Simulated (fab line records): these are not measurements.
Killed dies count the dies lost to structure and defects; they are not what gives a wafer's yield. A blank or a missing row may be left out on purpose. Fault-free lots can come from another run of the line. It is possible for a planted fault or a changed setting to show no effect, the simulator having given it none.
Chamber matching -- flow n5_finfet -- pecvd-02 running N5_BEOL_M3_DEP_57: 3 sister chambers
The step deposits SiCN from 3MS/NH3, target thk 8 nm, time 14 s. 3 wafers are shown with their chamber, then 11 later ones without.

EACH WAFER AND ITS CHAMBER
wafer,chamber,throttle_valve_pct (%)
L086.1,0,9.6
L087.3,2,9.1
L091.2,1,8.9

WAFERS MISSING THEIR CHAMBER
wafer,throttle_valve_pct (%)
L091.3,9.4
L091.6,9.5
L092.2,9.3
L092.3,9.4
L092.4,9.5
L094.1,9.3
L094.2,9.3
L094.4,9.5
L093.1,9.6
L093.2,8.7
L093.4,9.1

EACH ONE'S CHAMBER
wafer,from the rows above,in truth
L091.3,can't be placed: 0 or 2 or 1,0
L091.6,can't be placed: 0 or 2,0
L092.2,can't be placed: 2 or 0 or 1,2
L092.3,can't be placed: 0 or 2 or 1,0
L092.4,can't be placed: 0 or 2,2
L094.1,can't be placed: 2 or 0 or 1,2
L094.2,can't be placed: 2 or 0 or 1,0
L094.4,can't be placed: 0 or 2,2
L093.1,0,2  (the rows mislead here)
L093.2,can't be placed: 1 or 2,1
L093.4,can't be placed: 2 or 1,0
Placed correctly: 0 of 11. Can't be placed from these rows: 10 (the true chamber is among the candidates in 9). Number placed wrongly: 1.
How it was worked out, from the rows above alone: a wafer's distance from a chamber is the root of the sum, over the readings, of the square of ((its reading less the chamber's mean) divided by the reading's scatter). The wafer belongs to the nearest chamber; if the next one is less than 2 further off, it can't be placed. For every chamber, the mean is computed from those of its wafers that are shown. The scatter: root of mean squared gap, hidden wafer to nearest shown wafer, with one shown wafer a chamber.
